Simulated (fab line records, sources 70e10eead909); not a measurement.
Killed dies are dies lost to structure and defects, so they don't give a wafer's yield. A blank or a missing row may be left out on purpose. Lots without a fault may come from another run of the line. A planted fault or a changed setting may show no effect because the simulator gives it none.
Which tool did it? | flow nand_harc | 7 lots, 21 wafers sampled, at 1 step of a route of 1302

WHAT THE GAUGES READ, wafer by wafer
NHARC_A_ONON_D1_THK_MEAS_08: measures by ellipsometry.
lot  | measured     | on            | thk_nm (nm)
L808 | day 7 23:36  | film_metro-02 | 998 996 997
L811 | day 9 09:37  | film_metro-02 | 1000 1001 1001
L814 | day 10 15:18 | film_metro-01 | 998 999 1000
L816 | day 11 18:17 | film_metro-01 | 986 987 986
L819 | day 12 16:12 | film_metro-02 | 971 969 969
L821 | day 13 18:08 | film_metro-02 | 986 987 987
L828 | day 16 17:32 | film_metro-01 | 1008 1009 1008

WHICH TOOL RAN EACH LOT (tool, then ch and the chambers of the sampled wafers, then the start)
The record holds no process step before these readings.

THE ANSWER, worked out from the rows above alone
Rule: what is usual is taken from the lots themselves. Put in order of their means at a reading, lots are off if they are a third of the lots or fewer, leave a main group of 4 or more, and stand apart from it by a gap of 3 or more times the standard deviation of the main group's means; of several such gaps the widest counts. A main group whose means are all the same, to the digits that the tables above print for the reading, isn't used. A lot without any number at a reading at which 4 lots or more have one is off too. The other lots that the step has rows for count as sound.
No lot is off at any reading shown: from this, nothing can be told.

WHAT THE SIMULATOR HAD PUT IN
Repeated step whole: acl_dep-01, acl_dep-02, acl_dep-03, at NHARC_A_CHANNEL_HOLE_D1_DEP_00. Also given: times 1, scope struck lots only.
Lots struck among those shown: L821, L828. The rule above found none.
